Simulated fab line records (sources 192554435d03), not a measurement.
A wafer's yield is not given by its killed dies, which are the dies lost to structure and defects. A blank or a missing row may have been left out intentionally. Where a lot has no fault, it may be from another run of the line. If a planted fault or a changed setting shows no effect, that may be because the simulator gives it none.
Chamber matching / flow n5Finfet / N5_BEOL_M5_CMP_52 on cmp-04: 4 sister chambers
The step polishes, stops on SiCOH lowk, t overpolish 6.9 s, target thk 62 nm. 24 wafers are shown with their chamber, then 12 later ones without.

WAFERS WITH THEIR CHAMBER
wafer=L074.3; chamber=3; motorCurrentA (A)=5.7; slurryFilterDpKPa (kPa)=13.63; timeToEndpointS (s)=64.2
wafer=L074.4; chamber=1; motorCurrentA (A)=5.6; slurryFilterDpKPa (kPa)=13.43; timeToEndpointS (s)=60.5
wafer=L074.5; chamber=3; motorCurrentA (A)=5.8; slurryFilterDpKPa (kPa)=13.36; timeToEndpointS (s)=63.7
wafer=L075.1; chamber=2; motorCurrentA (A)=6.4; slurryFilterDpKPa (kPa)=13.83; timeToEndpointS (s)=60.5
wafer=L075.3; chamber=3; motorCurrentA (A)=5.7; slurryFilterDpKPa (kPa)=13.51; timeToEndpointS (s)=61.0
wafer=L075.6; chamber=1; motorCurrentA (A)=6.0; slurryFilterDpKPa (kPa)=13.47; timeToEndpointS (s)=64.3
wafer=L076.1; chamber=1; motorCurrentA (A)=6.1; slurryFilterDpKPa (kPa)=13.54; timeToEndpointS (s)=61.4
wafer=L076.3; chamber=2; motorCurrentA (A)=6.6; slurryFilterDpKPa (kPa)=13.51; timeToEndpointS (s)=64.0
wafer=L076.4; chamber=0; motorCurrentA (A)=6.0; slurryFilterDpKPa (kPa)=13.59; timeToEndpointS (s)=59.2
wafer=L077.1; chamber=0; motorCurrentA (A)=6.0; slurryFilterDpKPa (kPa)=13.27; timeToEndpointS (s)=65.9
wafer=L077.3; chamber=1; motorCurrentA (A)=6.3; slurryFilterDpKPa (kPa)=13.45; timeToEndpointS (s)=64.1
wafer=L077.6; chamber=1; motorCurrentA (A)=6.0; slurryFilterDpKPa (kPa)=13.60; timeToEndpointS (s)=65.8
wafer=L078.1; chamber=1; motorCurrentA (A)=5.8; slurryFilterDpKPa (kPa)=13.46; timeToEndpointS (s)=65.7
wafer=L078.4; chamber=0; motorCurrentA (A)=5.9; slurryFilterDpKPa (kPa)=13.40; timeToEndpointS (s)=62.3
wafer=L078.5; chamber=1; motorCurrentA (A)=6.2; slurryFilterDpKPa (kPa)=13.60; timeToEndpointS (s)=64.6
wafer=L080.1; chamber=0; motorCurrentA (A)=5.9; slurryFilterDpKPa (kPa)=13.52; timeToEndpointS (s)=62.1
wafer=L080.3; chamber=2; motorCurrentA (A)=6.0; slurryFilterDpKPa (kPa)=13.33; timeToEndpointS (s)=60.2
wafer=L080.5; chamber=1; motorCurrentA (A)=6.5; slurryFilterDpKPa (kPa)=13.39; timeToEndpointS (s)=60.0
wafer=L085.2; chamber=1; motorCurrentA (A)=6.0; slurryFilterDpKPa (kPa)=13.54; timeToEndpointS (s)=67.2
wafer=L085.4; chamber=2; motorCurrentA (A)=6.4; slurryFilterDpKPa (kPa)=13.78; timeToEndpointS (s)=68.2
wafer=L085.6; chamber=1; motorCurrentA (A)=6.0; slurryFilterDpKPa (kPa)=13.34; timeToEndpointS (s)=69.3
wafer=L088.1; chamber=0; motorCurrentA (A)=5.9; slurryFilterDpKPa (kPa)=13.83; timeToEndpointS (s)=62.1
wafer=L088.4; chamber=1; motorCurrentA (A)=6.3; slurryFilterDpKPa (kPa)=13.67; timeToEndpointS (s)=62.5
wafer=L088.6; chamber=3; motorCurrentA (A)=6.0; slurryFilterDpKPa (kPa)=13.39; timeToEndpointS (s)=64.1

SIGNATURES (averages over the wafers above)
reading=motorCurrentA; chamber 0=5.940; chamber 1=6.073; chamber 2=6.350; chamber 3=5.800; scatter within a chamber=0.21
reading=slurryFilterDpKPa; chamber 0=13.5220; chamber 1=13.4991; chamber 2=13.6125; chamber 3=13.4725; scatter within a chamber=0.156
reading=timeToEndpointS; chamber 0=62.320; chamber 1=64.127; chamber 2=63.225; chamber 3=63.250; scatter within a chamber=2.77
Rule: for a wafer and a chamber, the distance is found by dividing, reading by reading, the gap between the wafer's reading and the chamber's mean by the reading's scatter, squaring, summing and taking the root. The wafer belongs to the nearest chamber; if the next one is less than 2 further off, it can't be placed. How the scatter is found: for the shown wafers, subtract from each reading the mean of its chamber, square and add these, divide the total by (wafers less chambers), then take the root.

WAFERS WITH NO CHAMBER GIVEN
wafer=L089.2; motorCurrentA (A)=6.5; slurryFilterDpKPa (kPa)=13.61; timeToEndpointS (s)=63.2
wafer=L089.3; motorCurrentA (A)=5.7; slurryFilterDpKPa (kPa)=13.56; timeToEndpointS (s)=67.1
wafer=L089.5; motorCurrentA (A)=5.7; slurryFilterDpKPa (kPa)=13.51; timeToEndpointS (s)=65.1
wafer=L091.2; motorCurrentA (A)=6.6; slurryFilterDpKPa (kPa)=13.44; timeToEndpointS (s)=66.0
wafer=L091.4; motorCurrentA (A)=6.2; slurryFilterDpKPa (kPa)=13.67; timeToEndpointS (s)=67.4
wafer=L091.6; motorCurrentA (A)=5.9; slurryFilterDpKPa (kPa)=13.47; timeToEndpointS (s)=65.0
wafer=L095.2; motorCurrentA (A)=5.6; slurryFilterDpKPa (kPa)=13.67; timeToEndpointS (s)=62.9
wafer=L095.3; motorCurrentA (A)=6.6; slurryFilterDpKPa (kPa)=13.36; timeToEndpointS (s)=66.0
wafer=L095.4; motorCurrentA (A)=5.9; slurryFilterDpKPa (kPa)=13.43; timeToEndpointS (s)=62.8
wafer=L096.3; motorCurrentA (A)=6.3; slurryFilterDpKPa (kPa)=13.59; timeToEndpointS (s)=64.1
wafer=L096.4; motorCurrentA (A)=6.4; slurryFilterDpKPa (kPa)=13.59; timeToEndpointS (s)=65.3
wafer=L096.5; motorCurrentA (A)=6.1; slurryFilterDpKPa (kPa)=13.73; timeToEndpointS (s)=67.2

WHICH CHAMBER EACH ONE RAN IN
wafer=L089.2; from the rows above=can't be placed: 2 or 1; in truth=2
wafer=L089.3; from the rows above=can't be placed: 3 or 0 or 1 or 2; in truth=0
wafer=L089.5; from the rows above=can't be placed: 3 or 0 or 1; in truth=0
wafer=L091.2; from the rows above=can't be placed: 2 or 1 or 0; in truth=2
wafer=L091.4; from the rows above=can't be placed: 2 or 1 or 0 or 3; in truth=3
wafer=L091.6; from the rows above=can't be placed: 3 or 1 or 0 or 2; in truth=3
wafer=L095.2; from the rows above=can't be placed: 3 or 0 or 1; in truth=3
wafer=L095.3; from the rows above=can't be placed: 2 or 1 or 0 or 3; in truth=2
wafer=L095.4; from the rows above=can't be placed: 3 or 0 or 1 or 2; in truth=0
wafer=L096.3; from the rows above=can't be placed: 2 or 1 or 0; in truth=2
wafer=L096.4; from the rows above=can't be placed: 2 or 1 or 0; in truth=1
wafer=L096.5; from the rows above=can't be placed: 1 or 2 or 0 or 3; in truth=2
Placed correctly: 0 of 12. From these rows, 12 cannot be placed; in 12 the true chamber is one of the candidates. 0 placed wrongly.
